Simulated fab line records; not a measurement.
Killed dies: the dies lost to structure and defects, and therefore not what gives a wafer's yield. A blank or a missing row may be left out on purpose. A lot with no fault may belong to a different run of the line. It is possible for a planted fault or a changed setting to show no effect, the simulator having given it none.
Matching of chambers -- flow n5-finfet -- N5_BEOL_M0_SAQP_ETCH_106 on rie-diel-06: 4 sister chambers
The step etches SOC in N2/H2, stops on SiNx, target depth 150 nm. 16 wafers are shown with their chamber, then 8 later ones without.

## WAFERS PAIRED WITH THEIR CHAMBERS
wafer,chamber,showerhead-plenum-p-Torr (Torr),drypump-motor-current-A (A),throttle-valve-pct (%)
L074.3,0,2.39,4.9,18.25
L074.4,3,2.59,6.3,17.91
L074.5,2,2.51,6.4,17.65
L079.3,2,2.51,6.4,17.67
L079.4,3,2.59,6.3,17.93
L079.6,3,2.59,6.3,17.94
L080.3,3,2.59,6.3,17.93
L080.4,0,2.38,4.9,18.26
L080.5,1,2.60,5.9,17.76
L081.1,0,2.38,4.9,18.26
L081.5,0,2.38,4.9,18.27
L081.6,1,2.60,5.8,17.75
L084.1,2,2.51,6.4,17.70
L084.3,0,2.38,5.0,18.28
L084.4,3,2.58,6.3,17.95
L085.1,0,2.38,4.9,18.27

SIGNATURES (means of the wafers above)
reading,chamber 0,chamber 1,chamber 2,chamber 3,scatter within a chamber
showerhead-plenum-p-Torr,2.3817,2.6000,2.5100,2.5880,0.00369
drypump-motor-current-A,4.917,5.850,6.400,6.300,0.0333
throttle-valve-pct,18.2650,17.7550,17.6733,17.9320,0.0151
Rule: for each reading, subtract the chamber's mean from the wafer's reading, divide by that reading's scatter and square the result; add these up over the readings and take the root, which gives the wafer's distance from the chamber. If the next closest chamber is less than 2 further off than the closest, the wafer can't be placed; otherwise it belongs to the closest. The scatter: take each reading less its chamber's mean, square it, sum over the shown wafers, divide by the number of wafers less the number of chambers, and take the root.

## WAFERS WITH NO CHAMBER GIVEN
wafer,showerhead-plenum-p-Torr (Torr),drypump-motor-current-A (A),throttle-valve-pct (%)
L085.4,2.60,5.8,17.74
L085.6,2.38,4.9,18.27
L090.1,2.59,5.8,17.79
L090.2,2.58,6.3,17.97
L090.5,2.58,6.3,17.97
L097.1,2.57,6.3,18.01
L097.3,2.50,6.3,17.72
L097.5,2.70,4.9,17.80

## THE CHAMBER EACH PASSED THROUGH
wafer,from the rows above,in truth
L085.4,1,1
L085.6,0,0
L090.1,1,1
L090.2,3,3
L090.5,3,3
L097.1,3,3
L097.3,2,2
L097.5,1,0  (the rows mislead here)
Correct placement for 7 of the 8. Can't be placed from these rows: 0. 1 placed wrongly.
